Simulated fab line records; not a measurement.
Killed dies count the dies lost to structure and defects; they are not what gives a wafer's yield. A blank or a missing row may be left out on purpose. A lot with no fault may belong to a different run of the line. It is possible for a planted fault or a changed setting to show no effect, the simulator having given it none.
Chamber matching + flow nandHarc + NHARC_A_BONDPAD_CMP_29 on cmp-04 has 4 sister chambers
The step polishes SiCN, target thk 200 nm. 8 wafers are shown with their chamber, then 10 later ones without.

== WAFERS PAIRED WITH THEIR CHAMBERS ==
| wafer  | chamber | motorCurrentA (A) | retainingRingPressureFrac |
|--------|---------|-------------------|---------------------------|
| L074.4 | 1       | 12.9              | 0.994                     |
| L075.5 | 1       | 13.0              | 1.002                     |
| L084.5 | 2       | 13.7              | 0.989                     |
| L085.1 | 3       | 11.7              | 1.013                     |
| L085.2 | 0       | 12.0              | 1.001                     |
| L085.4 | 2       | 13.6              | 1.006                     |
| L087.1 | 3       | 12.3              | 0.995                     |
| L087.4 | 0       | 12.0              | 0.999                     |

== WAFERS WITHOUT THEIR CHAMBER ==
| wafer  | motorCurrentA (A) | retainingRingPressureFrac |
|--------|-------------------|---------------------------|
| L087.6 | 13.4              | 0.993                     |
| L094.2 | 13.2              | 1.007                     |
| L094.3 | 11.6              | 1.002                     |
| L094.5 | 11.6              | 1.007                     |
| L096.2 | 14.4              | 1.002                     |
| L096.4 | 11.0              | 0.999                     |
| L096.5 | 11.9              | 0.996                     |
| L095.1 | 12.0              | 1.006                     |
| L095.3 | 14.2              | 0.999                     |
| L095.6 | 13.0              | 1.007                     |

== THE CHAMBER EACH PASSED THROUGH ==
| wafer  | from the rows above     | in truth |
|--------|-------------------------|----------|
| L087.6 | can't be placed: 2 or 1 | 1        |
| L094.2 | can't be placed: 1 or 2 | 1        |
| L094.3 | can't be placed: 0 or 3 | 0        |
| L094.5 | can't be placed: 3 or 0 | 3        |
| L096.2 | 2                       | 2        |
| L096.4 | can't be placed: 0 or 3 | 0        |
| L096.5 | can't be placed: 0 or 3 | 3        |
| L095.1 | can't be placed: 3 or 0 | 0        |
| L095.3 | 2                       | 2        |
| L095.6 | 1                       | 1        |
3 of 10 placed correctly. Cannot be placed on the basis of these rows: 7; the candidates contain the true chamber in 7. 0 placed wrongly.
How it was worked out, from the rows above alone: a wafer's distance from a chamber is the root of the sum, over the readings, of the square of ((its reading less the chamber's mean) divided by the reading's scatter). If the next closest chamber is less than 2 further off than the closest, the wafer can't be placed; otherwise it belongs to the closest. A chamber's mean is the mean of its shown wafers. How the scatter is found: for the shown wafers, subtract from each reading the mean of its chamber, square and add these, divide the total by (wafers less chambers), then take the root.
